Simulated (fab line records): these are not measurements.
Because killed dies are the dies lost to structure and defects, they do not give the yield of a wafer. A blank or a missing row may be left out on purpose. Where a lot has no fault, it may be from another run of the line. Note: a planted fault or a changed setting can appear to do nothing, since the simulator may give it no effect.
Chamber matching    flow nand-harc    pecvd-02 running NHARC_THIN_TSV_DEP_47: 3 sister chambers
The step deposits SiO2, target thk 200 nm. 14 wafers are shown with their chamber, then 7 later ones without.

## WAFERS PAIRED WITH THEIR CHAMBERS
wafer   chamber  throttle-valve-pct (%)
L513.2  1        16.0
L513.5  2        15.0
L513.6  0        15.5
L516.1  2        15.0
L516.4  2        14.9
L516.5  0        15.4
L517.1  0        15.1
L517.3  1        16.3
L517.5  1        16.5
L521.1  2        14.9
L521.4  1        16.6
L521.5  2        15.3
L526.3  0        15.5
L526.5  2        15.1

SIGNATURES, as means of the wafers listed above
reading             chamber 0  chamber 1  chamber 2  scatter within a chamber
throttle-valve-pct  15.375     16.350     15.033     0.198
Rule: for each reading, subtract the chamber's mean from the wafer's reading, divide by that reading's scatter and square the result; add these up over the readings and take the root, which gives the wafer's distance from the chamber. If the next closest chamber is less than 2 further off than the closest, the wafer can't be placed; otherwise it belongs to the closest. The scatter is the square root of a quotient: the sum, over the shown wafers, of each reading's squared deviation from its chamber's mean, divided by wafers minus chambers.

## WAFERS WHOSE CHAMBER IS MISSING
wafer   throttle-valve-pct (%)
L526.6  16.4
L530.2  16.4
L530.5  14.6
L530.6  16.0
L534.4  14.6
L534.5  16.1
L534.6  16.0

## WHICH CHAMBER EACH WENT THROUGH
wafer   from the rows above      in truth
L526.6  1                        1
L530.2  1                        1
L530.5  can't be placed: 2 or 0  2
L530.6  can't be placed: 1 or 0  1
L534.4  can't be placed: 2 or 0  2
L534.5  1                        1
L534.6  can't be placed: 1 or 0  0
Correctly placed: 3 of 7. Cannot be placed on the basis of these rows: 4; the candidates contain the true chamber in 4. 0 placed wrongly.
